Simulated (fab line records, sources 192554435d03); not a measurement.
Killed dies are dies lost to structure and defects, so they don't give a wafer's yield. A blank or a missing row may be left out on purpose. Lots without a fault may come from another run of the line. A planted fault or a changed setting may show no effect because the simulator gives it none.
fab line records | flow n5_finfet | part 2 of 2: steps 7 to 7 of 7
record lots=7 wafers=21 last_day=18
route steps=1938 shown SD_EPI_P@310 SD_ACTIVATION@330 ILD0@338 BEOL_M4@1111 PASSIVATION@1936
lots that met no fault: from a run of the same line without faults
start_h: hours from the record's first day to the start of the lot's first wafer shown | wait_h: hours since the lot's step before | " the same as in the row above | L1.1+2: a row that stands for several wafers | - no value, or no start given | * or withheld: withheld | < > ~ a bound
route shown NAME@n: a module of which the file shows steps, and the number in the route of the first | usual: mean/standard deviation of fault-free wafers | same: alike in all rows | chamber/n: place in a boat | sites: the reading at each site | _std_site: their standard deviation | _edge_site: outer sites' mean less inner sites' | radius_mm: how far each site lies from the wafer's centre | mask NAME#n: copy n | behind: the tool/chamber that last shaped the wafer | hold: why the lot was held/for how many hours/how that ended | device: the transistor (n, p or np) that didn't switch | end of line: the same wafers' tests at the end of the route | a step without rows: its recipe alone | killed: dies lost to structure and defects at the first sort, not the wafer's yield | map: a wafer's dies, x killed, . not, _ none there
set.NAME: the setting as run; set.NAME@STEP: as run at that earlier step | model.NAME: the simulator's own value behind a step, which no gauge read
steps of the route over a sample of lots; a table a step, a row a wafer
services: from which hour (start_h, from the record's first day; less than 0 if before it) a tool's chamber was out of use, for how many hours, and why
## steps
# step N5_PASSIVATION_PROBE_49
# usual defect_limited_yield=91.2/1.5 killed_at_M0_to_M3=32/9.6 killed_at_M4_up=13/5.3 killed_at_contacts=13/6.7 killed_at_front_end=42/11 killed_at_other=3.8/2.9 killed_dies=103/17 killed_open=67/13 killed_short=35/7.9 sort_bin_5_function=5.2/0.94 sort_bin_6_memory=3.3/0.64 sort_bin_8_speed=0/0 sort_n_pass=1077/17 sort_yield_pct=91.2/1.5
# same gross_dies=1180 killed_at_back_side=0 sort_bin_4_leakage[%]=0
# columns lot.wafer tool chamber start_h wait_h defect_limited_yield[%] killed_at_M0_to_M3 killed_at_M4_up killed_at_contacts killed_at_front_end killed_at_other killed_dies killed_open killed_short sort_bin_5_function[%] sort_bin_6_memory[%] sort_bin_8_speed[%] sort_n_pass sort_yield_pct[%]
L422.1 prober-02 - 308.96 0.0 91.0 32 22 9 38 5 106 79 25 5.7 3.1 0 1074 91.0
L422.3 prober-02 - 309.06 0.1 91.1 24 25 10 43 3 105 72 28 4.3 4.2 0 1075 91.1
L422.4 prober-02 - 309.11 0.2 92.1 13 20 6 53 1 93 59 34 4.7 2.9 0 1087 92.1
L425.2 prober-02 - 318.19 0.1 90.8 32 14 12 51 0 109 73 36 6.4 2.8 0 1071 90.8
L425.3 prober-02 - 318.24 0.1 89.1 44 21 25 38 1 129 88 41 6.4 4.2 0 1051 89.1
L425.4 prober-02 - 318.29 0.2 89.2 31 20 6 69 2 128 93 35 5.8 4.8 0 1052 89.2
L435.1 prober-02 - 369.00 0.0 89.0 47 12 10 55 6 130 90 40 7.2 3.1 88.98 0 0
L435.2 prober-02 - 369.05 0.1 91.3 37 4 11 47 4 103 77 26 5.1 3.5 85.93 63 5.3
L435.4 prober-02 - 369.15 0.2 91.5 39 9 2 47 3 100 65 35 5.0 3.2 90.25 15 1.3
L436.1 prober-01 - 402.21 0.0 88.7 46 14 15 49 9 133 75 55 6.5 4.2 87.63 13 1.1
L436.2 prober-01 - 402.26 0.1 95.4 15 12 7 17 3 54 37 16 3.1 1.4 95.34 1 0.1
L436.3 prober-01 - 402.31 0.1 92.0 21 16 17 36 4 94 64 28 4.5 3.1 69.49 266 22.5
L438.1 prober-02 - 414.66 0.0 88.8 44 13 19 53 3 132 80 50 5.8 4.7 87.71 13 1.1
L438.2 prober-02 - 414.71 0.1 89.2 47 13 20 42 6 128 77 51 6.4 4.0 89.07 1 0.1
L438.3 prober-02 - 414.76 0.1 88.4 36 13 19 59 10 137 94 42 7.6 3.5 87.97 5 0.4
L439.3 prober-02 - 424.62 0.1 92.8 19 19 10 35 2 85 47 38 4.2 2.5 0 1095 92.8
L439.4 prober-02 - 424.67 0.2 92.0 21 16 7 43 7 94 61 33 4.6 3.0 0 1086 92.0
L439.6 prober-02 - 424.77 0.3 91.4 44 17 7 32 1 101 64 34 4.8 3.4 0 1079 91.4
L443.1 prober-02 - 437.53 0.0 90.1 28 11 21 47 10 117 81 36 5.4 4.3 0 1063 90.1
L443.4 prober-02 - 437.68 0.2 88.4 35 15 19 60 8 137 95 42 7.0 4.2 0 1043 88.4
L443.6 prober-02 - 437.78 0.3 91.6 26 8 16 42 7 99 61 38 5.0 3.1 0 1081 91.6
# killed by level:class
L422.1 STI_FIN_REVEAL:geometric_particle:open=23 BEOL_M4:geometric_particle:open=12 BEOL_M2:geometric_particle:open=9 MOL_CONTACT_COAG:geometric_particle:open=7 BEOL_M0:geometric_particle:open=7 BEOL_M4:geometric_particle:short=5 BEOL_M1:geometric_particle:open=5 BEOL_M3:geometric_particle:open=4
L422.3 STI_FIN_REVEAL:geometric_particle:open=16 BEOL_M4:geometric_particle:open=10 MOL_CONTACT_COAG:geometric_particle:open=9 DUMMY_GATE:geometric_particle:open=6 BEOL_M0_SAQP:geometric_particle:short=6 STI_FIN_REVEAL:geometric_particle:short=5 BEOL_M0_SAQP:geometric_particle:open=5 BEOL_M1:geometric_particle:open=5
L422.4 STI_FIN_REVEAL:geometric_particle:open=15 DUMMY_GATE:geometric_particle:open=8 BEOL_M4:geometric_particle:short=8 FIN_SAQP:geometric_particle:short=6 STARTING-WAFER:geometric_particle:open=6 FIN_SAQP:geometric_particle:open=5 STI_FIN_REVEAL:geometric_particle:short=5 BEOL_M0:geometric_particle:open=5
L425.2 FIN_SAQP:geometric_particle:open=11 STI_FIN_REVEAL:geometric_particle:open=11 FIN_SAQP:geometric_particle:short=10 MOL_CONTACT_COAG:geometric_particle:open=10 BEOL_M2:geometric_particle:open=8 BEOL_M0_SAQP:geometric_particle:short=7 BEOL_M3:geometric_particle:open=7 BEOL_M4:geometric_particle:open=7
L425.3 MOL_CONTACT_COAG:geometric_particle:open=19 BEOL_M4:geometric_particle:open=14 BEOL_M0_SAQP:geometric_particle:open=10 FIN_SAQP:geometric_particle:short=8 BEOL_M0_SAQP:geometric_particle:short=8 BEOL_M3:geometric_particle:open=8 BEOL_M2:geometric_particle:open=7 MOL_CONTACT_COAG:geometric_particle:short=6
L425.4 FIN_SAQP:geometric_particle:open=20 DUMMY_GATE:geometric_particle:open=14 FIN_SAQP:geometric_particle:short=12 BEOL_M4:geometric_particle:open=10 BEOL_M3:geometric_particle:open=9 BEOL_M2:geometric_particle:open=8 BEOL_M0_SAQP:geometric_particle:open=7 MOL_CONTACT_COAG:geometric_particle:open=6
L435.1 FIN_SAQP:geometric_particle:open=22 FIN_SAQP:geometric_particle:short=11 BEOL_M0_SAQP:geometric_particle:short=10 MOL_CONTACT_COAG:geometric_particle:open=9 BEOL_M0_SAQP:geometric_particle:open=9 BEOL_M3:geometric_particle:open=8 BEOL_M1:geometric_particle:open=8 BEOL_M2:geometric_particle:open=6
L435.2 FIN_SAQP:geometric_particle:open=14 BEOL_M2:geometric_particle:open=11 DUMMY_GATE:geometric_particle:open=9 MOL_CONTACT_COAG:geometric_particle:open=9 BEOL_M3:geometric_particle:open=9 FIN_SAQP:geometric_particle:short=6 STI_FIN_REVEAL:geometric_particle:open=6 BEOL_M2:geometric_particle:short=5
L435.4 FIN_SAQP:geometric_particle:open=15 FIN_SAQP:geometric_particle:short=12 BEOL_M0_SAQP:geometric_particle:open=9 BEOL_M2:geometric_particle:open=8 BEOL_M3:geometric_particle:open=7 STI_FIN_REVEAL:geometric_particle:open=6 BEOL_M0_SAQP:geometric_particle:short=6 BEOL_M1:geometric_particle:open=5
L436.1 MOL_CONTACT_COAG:geometric_particle:open=13 BEOL_M0_SAQP:geometric_particle:open=13 BEOL_M1:geometric_particle:open=11 FIN_SAQP:geometric_particle:short=10 GATE_CUT:geometric_particle:short=10 BEOL_M0_SAQP:geometric_particle:short=7 STI_FIN_REVEAL:geometric_particle:short=6 BEOL_M2:geometric_particle:open=6
L436.2 MOL_CONTACT_COAG:geometric_particle:open=6 STI_FIN_REVEAL:geometric_particle:open=4 BEOL_M2:geometric_particle:open=4 STARTING-WAFER:geometric_particle:short=4 BEOL_M4:geometric_particle:open=3 BEOL_M8:geometric_particle:open=3 FIN_SAQP:geometric_particle:open=2 FIN_SAQP:geometric_particle:short=2
L436.3 MOL_CONTACT_COAG:geometric_particle:open=14 FIN_SAQP:geometric_particle:open=8 FIN_SAQP:geometric_particle:short=8 STI_FIN_REVEAL:geometric_particle:open=6 BEOL_M4:geometric_particle:open=6 BEOL_M2:geometric_particle:open=6 BEOL_M0_SAQP:geometric_particle:open=5 BEOL_M5:geometric_particle:open=5
L438.1 FIN_SAQP:geometric_particle:open=16 MOL_CONTACT_COAG:geometric_particle:open=16 FIN_SAQP:geometric_particle:short=15 BEOL_M0_SAQP:geometric_particle:open=11 BEOL_M0_SAQP:geometric_particle:short=10 BEOL_M1:geometric_particle:open=10 STI_FIN_REVEAL:geometric_particle:open=7 BEOL_M5:geometric_particle:short=5
L438.2 BEOL_M0_SAQP:geometric_particle:short=21 MOL_CONTACT_COAG:geometric_particle:open=14 BEOL_M0_SAQP:geometric_particle:open=13 FIN_SAQP:geometric_particle:open=9 STI_FIN_REVEAL:geometric_particle:open=6 GATE_CUT:geometric_particle:short=6 MOL_CONTACT_COAG:geometric_particle:short=6 BEOL_M4:geometric_particle:open=6
L438.3 STI_FIN_REVEAL:geometric_particle:open=23 MOL_CONTACT_COAG:geometric_particle:open=17 FIN_SAQP:geometric_particle:short=14 BEOL_M1:geometric_particle:open=12 BEOL_M0_SAQP:geometric_particle:open=7 BEOL_M0_SAQP:geometric_particle:short=5 BEOL_M2:geometric_particle:open=5 BEOL_M1:geometric_particle:short=4
L439.3 FIN_SAQP:geometric_particle:short=19 MOL_CONTACT_COAG:geometric_particle:open=9 FIN_SAQP:geometric_particle:open=7 BEOL_M4:geometric_particle:open=6 BEOL_M0_SAQP:geometric_particle:open=5 BEOL_M1:geometric_particle:open=5 GATE_CUT:geometric_particle:short=4 BEOL_M3:geometric_particle:open=4
L439.4 FIN_SAQP:geometric_particle:open=15 BEOL_M5:geometric_particle:open=7 FIN_SAQP:geometric_particle:short=6 BEOL_M3:geometric_particle:open=6 STI_FIN_REVEAL:geometric_particle:open=5 GATE_CUT:geometric_particle:short=5 MOL_CONTACT_COAG:geometric_particle:open=5 BEOL_M0_SAQP:geometric_particle:short=4
L439.6 BEOL_M2:geometric_particle:open=11 BEOL_M3:geometric_particle:open=11 BEOL_M5:geometric_particle:open=7 GATE_CUT:geometric_particle:short=6 BEOL_M0_SAQP:geometric_particle:short=6 FIN_SAQP:geometric_particle:open=5 FIN_SAQP:geometric_particle:short=5 BEOL_M0_SAQP:geometric_particle:open=5
L443.1 MOL_CONTACT_COAG:geometric_particle:open=17 STI_FIN_REVEAL:geometric_particle:open=12 FIN_SAQP:geometric_particle:short=10 BEOL_M3:geometric_particle:open=7 FIN_SAQP:geometric_particle:open=6 BEOL_M1:geometric_particle:open=6 BEOL_M4:geometric_particle:open=6 BEOL_M0_SAQP:geometric_particle:short=5
L443.4 STI_FIN_REVEAL:geometric_particle:open=19 MOL_CONTACT_COAG:geometric_particle:open=17 BEOL_M1:geometric_particle:open=14 FIN_SAQP:geometric_particle:short=11 FIN_SAQP:geometric_particle:open=8 BEOL_M0_SAQP:geometric_particle:short=5 BEOL_M2:geometric_particle:open=5 BEOL_M3:geometric_particle:open=4
L443.6 MOL_CONTACT_COAG:geometric_particle:open=12 STI_FIN_REVEAL:geometric_particle:open=10 FIN_SAQP:geometric_particle:short=8 FIN_SAQP:geometric_particle:open=7 BEOL_M1:geometric_particle:short=7 BEOL_M1:geometric_particle:open=6 GATE_CUT:geometric_particle:short=5 BEOL_M2:geometric_particle:open=5
## services
# columns tool chamber start_h hours kind
rtp_anneal-02 - 43.36 4.2 pm
cmp-04 - 47.08 4.0 pm
rie_diel-02 - 56.32 2.8 pm
rie_diel-05 0 56.42 14.8 repair
cmp-03 - 67.44 4.8 pm
rie_diel-05 1 74.20 - clean
cmp-03 - 74.63 1.9 repair
cmp-01 - 80.62 2.4 repair
cmp-03 - 93.06 3.3 repair
cmp-03 - 102.10 1.4 repair
rie_diel-06 3 106.80 1.2 repair
rie_diel-06 - 110.12 0.7 repair
cmp-03 - 115.28 1.9 repair
cmp-03 - 122.34 0.2 repair
cmp-04 - 134.97 0.8 repair
cmp-01 - 139.81 3.7 pm
cmp-04 - 145.28 1.4 repair
cmp-03 - 150.85 4.0 pm
rie_diel-06 0 151.75 8.8 repair
rtp_anneal-01 - 172.14 1.0 pm
cmp-01 - 182.05 0.7 repair
rie_diel-06 1 185.66 1.9 repair
rie_diel-02 2 186.31 1.2 repair
cmp-04 - 191.68 0.3 repair
## key
first_sign step=N5_SD_ACTIVATION_RTA_00 reading=lamp_zone_1_pct direction=down sigmas=32 usual=* struck=*
effect step=N5_SD_ACTIVATION_RTA_00 reading=lamp_zone_6_pct direction=down sigmas=32 usual=* struck=*
effect step=N5_SD_ACTIVATION_RS_MEAS_03 reading=RS_SD_N direction=up sigmas=4.4 usual=21.86 struck=23.16
effect step=N5_BEOL_M4_RC_MEAS_101 reading=REXT_N direction=up sigmas=16 usual=74.7 struck=103.7
effect step=N5_BEOL_M4_RC_MEAS_101 reading=ION_N direction=down sigmas=7.9 usual=676 struck=598
effect step=N5_BEOL_M4_RC_MEAS_101 reading=REXT_P direction=up sigmas=7.2 usual=100.9 struck=116.0
effect step=N5_BEOL_M4_RC_MEAS_101 reading=VT_N_LVT direction=up sigmas=5.2 usual=98.2 struck=112.6
effect step=N5_BEOL_M4_RC_MEAS_101 reading=DIBL_N direction=down sigmas=5 usual=36.3 struck=28.5
effect step=N5_BEOL_M4_RC_MEAS_101 reading=VT_N direction=up sigmas=4.6 usual=249.3 struck=262.8
effect step=N5_BEOL_M4_RC_MEAS_101 reading=ION_P direction=down sigmas=4.4 usual=464 struck=435
effect step=N5_BEOL_M4_RC_MEAS_101 reading=IOFF_N_85C direction=down sigmas=3.9 usual=3.2 struck=1.5
effect step=N5_BEOL_M4_RC_MEAS_101 reading=IOFF_N_LIN direction=down sigmas=3.9 usual=0.075 struck=0.037
effect step=N5_BEOL_M4_RC_MEAS_101 reading=RS_SD_N direction=up sigmas=3.8 usual=28.3 struck=29.7
effect step=N5_BEOL_M4_RC_MEAS_101 reading=IOFF_N direction=down sigmas=3.7 usual=0.163 struck=0.066
effect step=N5_BEOL_M4_RC_MEAS_101 reading=VT_P_LVT direction=down sigmas=3.5 usual=-98.5 struck=-108.8
effect step=N5_PASSIVATION_PROBE_49 reading=sort_bin_8_speed direction=up sigmas=99+ usual=0 struck=86.93
met_at N5_SD_ACTIVATION_RTA_00
struck_lots L435,L436,L438
not_acting_at N5_SD_EPI_P_ETCHBACK_46,N5_SD_EPI_P_ETCH_47,N5_ILD0_CMP_03
onset_between 85.97 149.15
fault kind=process_parameter_drift tool=rtp_anneal-02 chamber=- onset_h=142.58 steps=N5_SD_ACTIVATION_RTA_00 channel=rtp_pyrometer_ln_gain offset=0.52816 shape=step end_h=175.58
